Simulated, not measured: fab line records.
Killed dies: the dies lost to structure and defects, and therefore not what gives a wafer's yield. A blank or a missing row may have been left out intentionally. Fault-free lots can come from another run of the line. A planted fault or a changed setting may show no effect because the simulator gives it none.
fab line records    flow nand_harc    part 2 of 2: steps 5 to 6 of 6
record lots=22  wafers=66  last_day=33
route steps=1302 shown P_ZERO_WELL@14 P_STI@87 P_GATE@157
lots that met no fault: taken from a fault-free run of the same line
start_h: start of the lot's first displayed wafer, in hours after the record's first day    wait_h: hours since the lot's step before    " identical to the entry in the row above    L1.1+2: a row that stands for several wafers    - no value, or no start given    * or withheld: withheld    < > ~ a bound
route shown NAME@n: NAME is a module with steps in the file, n the number in the route of the first one    usual: mean/standard deviation taken from wafers without a fault    same: alike in all rows    chamber/n: place in a boat    sites: per-site readings    _std_site: the values' standard deviation    _edge_site: inner sites' mean taken away from outer sites' mean    radius_mm: how far each site lies from the wafer's centre    mask NAME#n: copy n    behind: the tool/chamber that last shaped the wafer    hold: why the lot was held/for how many hours/how that ended    device: the n, p or np transistor that did not switch    end of line: the route-end tests of the same wafers    a step given without rows: its recipe and nothing more    killed: at the first sort, the dies lost to defects and structure; wafer yield is something else    map: a wafer's dies, marking killed ones x, the rest . and places with no die _
set.NAME: the setting that was run; set.NAME@STEP: the one run at that earlier step    model.NAME: the simulator's own value behind a step, which no gauge read
the route's steps for a sample of lots (tables are steps, rows are wafers)
services: when a tool's chamber went out of use (start_h, in hours from the record's first day, below 0 if earlier), for how many hours, and the reason
## steps
# step NHARC_P_GATE_STRIP_101
# recipe time_s=20  o2_flow_sccm=500  ar_flow_sccm=0  bias_w=0  chemistry=O2
# usual drypump_motor_current_A=5.6/0.5  oes_product_au=1.006/0.0075  rf_vpp_V=57.8/0.87  showerhead_plenum_p_Torr=3.55/0.13  throttle_valve_pct=17.037/0.0093
# same time_s=20
lot.wafer  tool         chamber  start_h  wait_h  drypump_motor_current_A  oes_product_au  rf_hours_counter_h  rf_vpp_V  showerhead_plenum_p_Torr  throttle_valve_pct
L074.2     rie_diel-11  2        106.63   0.1     6.0                      0.991           0                   58.4      3.57                      17.028
L074.1     "            0        "        "       5.2                      0.991           0                   56.8      3.40                      17.027
L074.4     "            1        "        "       4.9                      1.000           0                   57.7      3.53                      17.038
L075.1     rie_diel-11  0        118.29   0.1     5.1                      1.014           2                   57.8      3.40                      17.039
L075.3     "            1        "        "       4.9                      1.004           2                   57.4      3.53                      17.058
L075.6     "            0        "        "       5.1                      1.016           -                   56.5      3.40                      17.029
L076.1     rie_diel-11  1        132.49   0.1     4.9                      1.002           3                   57.2      3.53                      17.030
L076.4     "            0        "        "       5.1                      0.995           -                   57.7      3.40                      17.033
L076.5     "            1        "        "       4.9                      1.000           -                   58.2      3.53                      17.041
L077.4     rie_diel-10  1        142.17   0.1     5.6                      1.004           4                   58.9      3.43                      17.034
L077.5     "            0        "        "       6.2                      0.998           -                   58.6      3.74                      17.034
L077.6     "            1        "        "       5.6                      1.014           -                   57.8      3.43                      17.036
L078.2     rie_diel-11  2        152.62   0.1     5.9                      1.000           3                   59.1      3.57                      17.031
L078.1     "            0        "        "       5.1                      1.002           5                   56.9      3.40                      17.039
L078.6     "            2        "        "       6.0                      0.998           -                   57.0      3.57                      17.026
L079.1     rie_diel-10  3        158.26   0.1     5.2                      1.024           6                   60.4      3.63                      17.027
L079.4     "            1        "        "       5.6                      1.014           4                   57.0      3.43                      17.042
L079.6     "            0        "        "       6.2                      1.011           -                   58.1      3.74                      17.046
L080.2     rie_diel-03  1        164.23   0.1     6.1                      1.003           3                   58.0      3.70                      17.041
L080.3     "            2        "        "       5.3                      0.998           4                   57.0      3.58                      17.032
L080.5     "            3        "        "       5.0                      1.008           -                   57.9      3.50                      17.045
L081.4     rie_diel-10  2        177.36   0.1     6.4                      1.008           8                   57.5      3.59                      17.044
L081.2     "            0        "        "       6.2                      1.006           7                   59.0      3.74                      17.047
L081.3     "            1        "        "       5.6                      1.008           5                   57.5      3.43                      17.051
L082.3     rie_diel-11  1        192.72   0.1     4.9                      1.000           5                   58.6      3.53                      17.040
L082.4     "            3        "        "       6.1                      1.009           5                   57.0      3.35                      17.053
L082.5     "            1        "        "       4.9                      0.997           -                   57.2      3.53                      17.026
L083.4     rie_diel-10  3        198.95   0.1     5.2                      0.991           11                  58.9      3.62                      17.050
L083.3     "            1        "        "       5.6                      1.004           8                   57.8      3.43                      17.029
L083.6     "            3        "        "       5.2                      1.007           -                   59.3      3.62                      17.039
L085.1     rie_diel-11  0        215.78   0.1     5.1                      0.998           6                   58.5      3.40                      17.052
L085.4     "            2        "        "       6.0                      0.993           5                   56.8      3.56                      17.039
L085.3     "            3        "        "       6.1                      0.997           7                   56.9      3.35                      17.039
L086.2     rie_diel-03  3        225.34   0.1     5.0                      1.005           6                   58.1      3.50                      17.037
L086.6     "            2        "        "       5.2                      0.988           -                   57.7      3.58                      17.035
L086.5     "            3        "        "       5.0                      0.998           -                   56.2      3.50                      17.045
L087.1     rie_diel-10  1        240.11   0.1     5.7                      1.010           11                  58.2      3.43                      17.046
L087.2     "            0        "        "       6.2                      1.010           13                  58.4      3.74                      17.042
L087.6     "            2        "        "       6.4                      1.002           -                   59.1      3.59                      17.043
L089.2     rie_diel-10  3        256.15   0.1     5.2                      1.003           1                   59.8      3.62                      17.043
L089.1     "            1        "        "       5.6                      0.995           1                   57.2      3.43                      17.022
L089.6     "            2        "        "       6.4                      1.002           -                   58.4      3.59                      17.035
L088.1     rie_diel-03  0        256.25   0.1     5.7                      1.019           7                   58.8      3.78                      17.040
L088.4     "            1        "        "       6.1                      1.013           8                   59.8      3.70                      17.038
L088.5     "            1        "        "       6.1                      1.006           -                   58.5      3.70                      17.027
L090.4     rie_diel-10  1        265.62   0.1     5.6                      0.986           2                   59.3      3.42                      17.023
L090.1     "            3        "        "       5.2                      1.004           2                   58.0      3.62                      17.037
L090.6     "            1        "        "       5.6                      1.003           -                   58.2      3.43                      17.036
L091.1     rie_diel-03  2        276.73   0.1     5.2                      1.005           9                   58.2      3.58                      17.038
L091.4     "            3        "        "       5.0                      1.012           8                   57.9      3.50                      17.038
L091.2     "            0        "        "       5.7                      1.005           7                   57.4      3.78                      17.034
L092.2     rie_diel-11  2        285.11   0.1     6.0                      1.002           0                   58.0      3.56                      17.041
L092.4     "            3        "        "       6.1                      1.000           0                   59.1      3.35                      17.043
L092.6     "            3        "        "       6.1                      1.002           -                   58.1      3.35                      17.008
L094.1     rie_diel-03  1        307.28   0.1     6.1                      1.012           1                   58.3      3.70                      17.029
L094.4     "            0        "        "       5.7                      1.016           1                   57.6      3.78                      17.031
L094.5     "            1        "        "       6.1                      1.013           -                   57.8      3.70                      17.038
L095.4     rie_diel-11  1        318.78   0.1     5.0                      0.996           1                   57.3      3.52                      17.030
L095.2     "            2        "        "       5.9                      1.011           1                   58.1      3.56                      17.031
L095.5     "            0        "        "       5.1                      1.007           -                   57.7      3.40                      17.016
L096.4     rie_diel-10  3        330.73   0.1     5.1                      1.009           6                   57.6      3.62                      17.041
L096.2     "            0        "        "       6.2                      1.011           7                   58.2      3.73                      17.052
L096.6     "            2        "        "       6.4                      1.003           -                   56.2      3.58                      17.043
L097.4     rie_diel-03  1        338.40   0.1     6.2                      1.005           2                   56.8      3.70                      17.044
L097.2     "            2        "        "       5.2                      1.010           4                   57.9      3.58                      17.037
L097.6     "            1        "        "       6.1                      1.014           -                   57.1      3.70                      17.043
# step NHARC_P_GATE_STRIP_113
# recipe power_w=1500  temp_c=110  time_s=740  chemistry=N2/H2
# usual drypump_motor_current_A=6.0/0.37  heater_power_w=96/7.5
# same time_s=740
lot.wafer  tool             chamber  start_h  wait_h  drypump_motor_current_A  heater_power_w  rf_hours_counter_h
L074.2     plasma_asher-02  1        111.55   0.2     6.5                      93              7
L074.1     "                0        "        "       5.8                      89              7
L074.4     "                1        "        "       6.5                      95              -
L075.1     plasma_asher-01  1        123.02   0.2     5.8                      102             28
L075.3     "                1        "        "       5.8                      104             -
L075.6     "                0        "        "       5.5                      108             -
L076.1     plasma_asher-02  0        137.35   0.2     5.8                      87              11
L076.4     "                0        "        "       5.8                      86              -
L076.5     "                0        "        "       5.8                      87              -
L077.4     plasma_asher-02  1        147.47   0.5     6.5                      93              -
L077.5     "                0        "        "       5.8                      86              -
L077.6     "                1        "        "       6.4                      95              -
L078.2     plasma_asher-01  0        157.36   0.2     5.5                      111             35
L078.1     "                1        "        "       5.8                      103             35
L078.6     "                1        "        "       5.8                      106             -
L079.1     plasma_asher-02  0        163.22   0.3     5.8                      89              16
L079.4     "                1        "        "       6.5                      96              -
L079.6     "                1        "        "       6.4                      95              -
L080.2     plasma_asher-02  1        169.14   0.3     6.5                      92              18
L080.3     "                0        "        "       5.8                      83              -
L080.5     "                0        "        "       5.8                      85              -
L081.2     plasma_asher-02  0        182.17   0.2     5.8                      86              22
L081.3     "                0        "        "       5.8                      86              -
L081.4     "                1        "        "       6.4                      95              -
L082.3     plasma_asher-02  0        197.78   0.4     5.8                      87              -
L082.4     "                1        "        "       6.4                      95              -
L082.5     "                0        "        "       5.8                      88              -
L083.3     plasma_asher-02  1        203.97   0.4     6.5                      94              -
L083.4     "                0        "        "       5.8                      86              -
L083.6     "                0        "        "       5.8                      85              -
L085.1     plasma_asher-02  1        220.96   0.3     6.5                      93              28
L085.3     "                0        "        "       5.8                      88              -
L085.4     "                1        "        "       6.5                      94              -
L086.2     plasma_asher-02  0        230.42   0.3     5.8                      88              30
L086.6     "                1        "        "       6.5                      96              -
L086.5     "                0        "        "       5.8                      84              -
L087.2     plasma_asher-01  1        244.81   0.2     5.8                      101             13
L087.1     "                0        "        "       5.5                      104             13
L087.6     "                1        "        "       5.8                      102             -
L089.2     plasma_asher-02  1        260.95   0.2     6.5                      101             1
L089.1     "                0        "        "       5.8                      90              1
L089.6     "                0        "        "       5.8                      85              -
L088.1     plasma_asher-01  1        261.44   0.2     5.7                      100             18
L088.4     "                1        "        "       5.8                      101             -
L088.5     "                1        "        "       5.8                      101             -
L090.1     plasma_asher-02  0        270.67   0.3     5.8                      89              2
L090.4     "                0        "        "       5.8                      86              -
L090.6     "                0        "        "       5.8                      88              -
L091.1     plasma_asher-01  1        281.56   0.2     5.8                      103             22
L091.2     "                0        "        "       5.5                      107             22
L091.4     "                0        "        "       5.5                      105             -
L092.2     plasma_asher-02  0        289.90   0.3     5.8                      88              7
L092.4     "                1        "        "       6.5                      98              -
L092.6     "                1        "        "       6.5                      97              -
L094.1     plasma_asher-02  0        312.36   0.3     5.8                      89              12
L094.4     "                0        "        "       5.8                      87              -
L094.5     "                1        "        "       6.5                      98              -
L095.2     plasma_asher-02  1        323.44   0.2     6.5                      102             14
L095.4     "                0        "        "       5.8                      90              -
L095.5     "                0        "        "       5.8                      87              -
L096.2     plasma_asher-01  0        335.67   0.3     5.5                      107             32
L096.4     "                0        "        "       5.4                      104             -
L096.6     "                1        "        "       5.8                      103             -
L097.2     plasma_asher-02  1        343.28   0.4     6.5                      98              19
L097.4     "                1        "        "       6.5                      100             -
L097.6     "                0        "        "       5.8                      88              -
## services
tool             chamber  start_h  hours  kind
rie_diel-09      1        0.41     12.1   repair
rie_diel-04      -        0.90     9.0    pm
rie_diel-01      -        26.80    9.0    pm
rie_diel-09      3        28.56    5.8    repair
plasma_asher-02  -        38.67    3.4    repair
plasma_asher-02  -        72.04    9.0    pm
rie_diel-09      0        104.88   7.9    repair
rie_diel-04      -        122.24   0.3    repair
rie_diel-09      0        122.34   22.7   repair
rie_diel-09      -        143.18   9.0    pm
plasma_asher-02  -        150.84   1.0    repair
rie_diel-04      3        161.32   4.8    repair
rie_diel-04      -        177.97   9.0    pm
plasma_asher-02  -        190.98   0.5    repair
rie_diel-01      -        203.80   9.0    pm
rie_diel-09      -        229.21   0.4    repair
rie_diel-01      -        241.30   0.4    repair
rie_diel-04      -        248.66   0.2    repair
plasma_asher-02  -        249.23   9.0    pm
rie_diel-01      2        252.71   5.5    repair
rie_diel-01      -        276.69   1.2    repair
rie_diel-09      2        293.74   4.0    repair
rie_diel-09      -        320.23   9.0    pm
rie_diel-01      1        342.60   41.4   repair
